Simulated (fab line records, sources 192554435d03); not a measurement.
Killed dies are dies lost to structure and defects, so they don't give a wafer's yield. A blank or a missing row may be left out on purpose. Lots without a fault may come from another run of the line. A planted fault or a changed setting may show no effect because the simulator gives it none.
A struck lot beside a sound one | flow n5_finfet | 32 steps out of a route of 1938
Sound: wafers L121.1, L121.3, L121.4. Struck: wafers L126.3, L126.5, L126.6. The cause comes at the end.
At each step with rows: each side's tool, then ch and its chambers, then its first start. Under that, the readings that differ: sound wafers | struck wafers | difference of the means | sigmas: that difference in standard deviations of wafers without a fault.
alike: readings whose means differ by less than 2 such deviations, and words and numbers that are the same on both sides. not compared: withheld readings, readings that some wafer has no value for, bounds like >300 that may hide the same value, and numbers for which the record gives no deviation and whose values overlap.
The two part at a step that has a row with sigmas, a row that says differs or no value, or rows on one side only. Numbers that don't overlap but have no deviation are shown without sigmas and don't part them. A reading that every wafer of one side lacks parts them only if that side has two wafers or more.

first, 1 step without rows for these wafers: N5_GATE_CUT_SRD_32 (time 30 s).
N5_GATE_CUT_SAC_CAP_01: material SiNx, target thk 24 nm, pulse time 1 s, ald cycles 480.
  sound on ald_sin-04 ch 0,2,3, day 7 22:23; struck on ald_sin-02 ch 0,1,2, day 9 04:42
  alike: heater_power_outer_w, heater_power_w, precursor_pulse_height_rel
then, 2 steps without rows for these wafers: N5_GATE_CUT_PECVD_57 (deposits SiNx from SiH4/NH3/N2, target thk 21 nm); N5_GATE_CUT_CMP_02 (polishes, stops on SiO2, t overpolish 12.7 s, target thk 0 nm).
N5_GATE_CUT_HM_DEP_46: deposits SiO2 from TEOS/O2, target thk 130 nm, time 26.6 s.
  sound on pecvd-04 ch 1,2, day 8 00:58; struck on pecvd-04 ch 0,1,2, day 9 07:17
  alike: heater_power_outer_w, heater_power_w, rf_fwd_power_W, showerhead_plenum_p_Torr, throttle_valve_pct
then, 6 steps without rows for these wafers: N5_GATE_CUT_COAT_34 (time 60 s, resist thk 60 nm); N5_GATE_CUT_COAT_35 (time 60 s, resist thk 10 nm); N5_GATE_CUT_COAT_27 (time 60 s, resist thk 10 nm); N5_GATE_CUT_COAT_07 (resist thk 30 nm); N5_GATE_CUT_EBR_09; N5_GATE_CUT_SOFTBAKE_08 (time 60 s).
N5_GATE_CUT_EXPOSE_10: exposes mask GATE CUT, target cd 20 nm.
  sound on euv_scanner-01 ch 0, day 8 01:11; struck on euv_scanner-01 ch 0, day 9 07:31
  reading              | sound             | struck            | difference | sigmas
  exposure_dose_mJ_cm2 | 43.10 43.13 43.20 | 44.58 44.60 44.64 | +1.46      | +28
  alike: mask
then, 2 steps without rows for these wafers: N5_GATE_CUT_PEB_11 (peb time 60 s); N5_GATE_CUT_DEVELOP_12 (develop time 30 s).
N5_GATE_CUT_CD_MEAS_13: target cd 20 nm.
  sound on cd_sem-03 ch 0, day 8 01:19; struck on cd_sem-03 ch 0, day 9 07:38
  reading    | sound             | struck            | difference | sigmas
  cd_nm (nm) | 19.96 19.76 19.89 | 20.62 20.45 20.55 | +0.67      | +3
N5_GATE_CUT_OVL_MEAS_14:
  sound on overlay-01 ch 0, day 8 01:20; struck on overlay-01 ch 0, day 9 07:40
  alike: GATE_CUT_OVL
N5_GATE_CUT_INSPECT_15: inspects for defects (brightfield).
  sound on defect_inspect-01, day 8 01:25; struck on defect_inspect-01, day 9 07:43
  alike: raw_defect_count
N5_GATE_CUT_DESCUM_18: chemistry O2, time 7 s.
  sound on rie_diel-02 ch 0,1,3, day 8 01:26; struck on rie_diel-03 ch 0,1,2, day 9 07:45
  reading                   | sound        | struck         | difference | sigmas
  model.GATE_CUT.cd_nm (nm) | 20 19.8 20.2 | 20.4 20.6 20.8 | +0.6       |
  alike: drypump_motor_current_A, oes_product_au, rf_fwd_power_W, rf_vpp_V, showerhead_plenum_p_Torr, throttle_valve_pct
  not compared: rf_hours_counter_h
then, 1 step without rows for these wafers: N5_GATE_CUT_ETCH_28 (etches underlayer in N2/H2, target depth 13 nm, time 10.4 s).
N5_GATE_CUT_ETCH_36: etches SiARC in CF4, target depth 13 nm, time 21.7 s.
  sound on rie_diel-02 ch 0,1,3, day 8 01:30; struck on rie_diel-03 ch 0,1,2, day 9 07:49
  alike: drypump_motor_current_A, etch_rf_on_time_s, oes_product_au, rf_fwd_power_W, rf_vpp_V, showerhead_plenum_p_Torr, throttle_valve_pct
  not compared: rf_hours_counter_h
N5_GATE_CUT_ETCH_37: etches SOC in N2/H2, target depth 60 nm, overetch 12 nm, time 90 s.
  sound on rie_diel-02 ch 0,1,3, day 8 01:31; struck on rie_diel-03 ch 0,1,2, day 9 07:50
  alike: drypump_motor_current_A, oes_product_au, rf_fwd_power_W, rf_vpp_V, showerhead_plenum_p_Torr, throttle_valve_pct
  not compared: rf_hours_counter_h
then, 8 steps without rows for these wafers: N5_GATE_CUT_STRIP_38 (strips in N2/H2); N5_GATE_CUT_STRIP_39 (strips in N2/H2); N5_GATE_CUT_HM_OPEN_40 (chemistry C4F6/O2, target SiO2, target depth 139 nm, time 85.1 s); N5_GATE_CUT_STRIP_41 (strips in CF4); N5_GATE_CUT_STRIP_42 (strips in O2); N5_GATE_CUT_ETCH_19 (etches SiNx in CH3F/O2, target depth 53.7 nm, time 76.7 s); N5_GATE_CUT_CUT_ETCH_53 (etches W in SF6/Cl2, target depth 79.2 nm); N5_GATE_CUT_CUT_ETCH_54 (etches TiN in Cl2/BCl3, target depth 96.7 nm).
N5_GATE_CUT_CUT_ETCH_55: etches HfO2 in BCl3, target depth 3.2 nm.
  sound on rie_metal-02 ch 0,1, day 8 01:57; struck on rie_metal-03 ch 0,1, day 9 08:17
  alike: drypump_motor_current_A, oes_product_au, rf_fwd_power_W, throttle_valve_pct
  not compared: rf_hours_counter_h
N5_GATE_CUT_ETCH_47: etches SiO2 in Cl2/BCl3, target depth 10 nm.
  sound on rie_metal-02 ch 0,1, day 8 01:59; struck on rie_metal-03 ch 0,1, day 9 08:19
  alike: drypump_motor_current_A, oes_product_au, rf_fwd_power_W, throttle_valve_pct
  not compared: rf_hours_counter_h, model.GATE_CUT.cd_nm
then, 1 step without rows for these wafers: N5_GATE_CUT_VAPOR_ETCH_48 (etches TiN in BCl3/Cl2).

WHERE THEY PART
First at N5_GATE_CUT_EXPOSE_10; last, within this record, at N5_GATE_CUT_CD_MEAS_13. Later steps at which nothing parts them and some readings are alike: N5_GATE_CUT_OVL_MEAS_14, N5_GATE_CUT_INSPECT_15, N5_GATE_CUT_DESCUM_18, N5_GATE_CUT_ETCH_36, N5_GATE_CUT_ETCH_37, N5_GATE_CUT_CUT_ETCH_55, N5_GATE_CUT_ETCH_47.

WHY: what the simulator had put in
Process parameter drift: euv_scanner-01, from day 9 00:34 on, at N5_GATE_CUT_EXPOSE_10. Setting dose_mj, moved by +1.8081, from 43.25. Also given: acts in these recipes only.
